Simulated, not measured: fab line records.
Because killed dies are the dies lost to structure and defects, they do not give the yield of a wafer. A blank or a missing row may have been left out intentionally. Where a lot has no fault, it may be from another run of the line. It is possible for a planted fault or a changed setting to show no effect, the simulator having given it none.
Chamber matching + flow n5Finfet + N5_SDB_CUT_ETCH_26 on rieSi-03: 4 sister chambers
The step etches Si in HBr/Cl2/O2, target depth 129.6 nm, bt time 20 s, time 51.8 s. 22 wafers are shown with their chamber, then 11 later ones without.

## WAFERS WITH THEIR CHAMBER
| wafer  | chamber | drypumpMotorCurrentA (A) | throttleValvePct (%) | oesProductAu (a.u.) |
|--------|---------|--------------------------|----------------------|---------------------|
| L074.1 | 0       | 5.2                      | 37.07                | 1.005               |
| L074.4 | 1       | 5.6                      | 37.33                | 0.983               |
| L074.6 | 1       | 5.6                      | 37.32                | 0.985               |
| L076.2 | 1       | 5.6                      | 37.33                | 0.986               |
| L076.3 | 0       | 5.2                      | 37.05                | 0.997               |
| L076.5 | 0       | 5.2                      | 37.04                | 1.002               |
| L077.1 | 3       | 4.7                      | 36.65                | 0.980               |
| L077.4 | 1       | 5.6                      | 37.32                | 0.980               |
| L077.5 | 2       | 6.2                      | 36.91                | 1.009               |
| L079.4 | 3       | 4.7                      | 36.64                | 0.984               |
| L079.5 | 2       | 6.1                      | 36.91                | 1.016               |
| L079.6 | 1       | 5.6                      | 37.31                | 0.983               |
| L080.2 | 2       | 6.1                      | 36.92                | 1.013               |
| L080.3 | 3       | 4.7                      | 36.67                | 0.976               |
| L080.6 | 0       | 5.2                      | 37.05                | 0.993               |
| L081.1 | 1       | 5.6                      | 37.32                | 0.987               |
| L081.4 | 2       | 6.1                      | 36.92                | 1.012               |
| L081.5 | 0       | 5.2                      | 37.07                | 0.998               |
| L083.1 | 1       | 5.6                      | 37.32                | 0.992               |
| L083.4 | 2       | 6.2                      | 36.93                | 1.014               |
| L083.6 | 2       | 6.1                      | 36.92                | 1.014               |
| L085.3 | 2       | 6.1                      | 36.91                | 1.016               |

SIGNATURES (means of the wafers above)
| reading              | chamber 0 | chamber 1 | chamber 2 | chamber 3 | scatter within a chamber |
|----------------------|-----------|-----------|-----------|-----------|--------------------------|
| drypumpMotorCurrentA | 5.200     | 5.600     | 6.129     | 4.700     | 0.0282                   |
| throttleValvePct     | 37.0560   | 37.3214   | 36.9171   | 36.6533   | 0.01                     |
| oesProductAu         | 0.99900   | 0.98514   | 1.01343   | 0.98000   | 0.00366                  |
Rule: distance of a wafer from a chamber = root of the sum over the readings of ((wafer's reading minus chamber's mean) / reading's scatter) squared. The wafer belongs to the nearest chamber; if the next one is less than 2 further off, it can't be placed. How the scatter is found: for the shown wafers, subtract from each reading the mean of its chamber, square and add these, divide the total by (wafers less chambers), then take the root.

## WAFERS MISSING THEIR CHAMBER
| wafer  | drypumpMotorCurrentA (A) | throttleValvePct (%) | oesProductAu (a.u.) |
|--------|--------------------------|----------------------|---------------------|
| L085.4 | 5.6                      | 37.33                | 0.987               |
| L085.5 | 6.1                      | 36.92                | 1.016               |
| L089.3 | 4.7                      | 36.66                | 0.988               |
| L089.4 | 6.1                      | 36.93                | 1.007               |
| L089.6 | 4.7                      | 36.64                | 0.988               |
| L092.2 | 4.7                      | 36.64                | 0.988               |
| L092.4 | 6.1                      | 36.93                | 1.011               |
| L092.5 | 5.2                      | 37.08                | 0.998               |
| L096.2 | 4.7                      | 36.64                | 0.989               |
| L096.4 | 5.6                      | 37.32                | 0.991               |
| L096.6 | 5.6                      | 37.32                | 0.992               |

## EACH ONE'S CHAMBER
| wafer  | from the rows above | in truth |
|--------|---------------------|----------|
| L085.4 | 1                   | 1        |
| L085.5 | 2                   | 2        |
| L089.3 | 3                   | 3        |
| L089.4 | 2                   | 2        |
| L089.6 | 3                   | 3        |
| L092.2 | 3                   | 3        |
| L092.4 | 2                   | 2        |
| L092.5 | 0                   | 0        |
| L096.2 | 3                   | 3        |
| L096.4 | 1                   | 1        |
| L096.6 | 1                   | 1        |
Placed correctly: 11 of 11. Number that these rows cannot place: 0. Wrongly placed: 0.
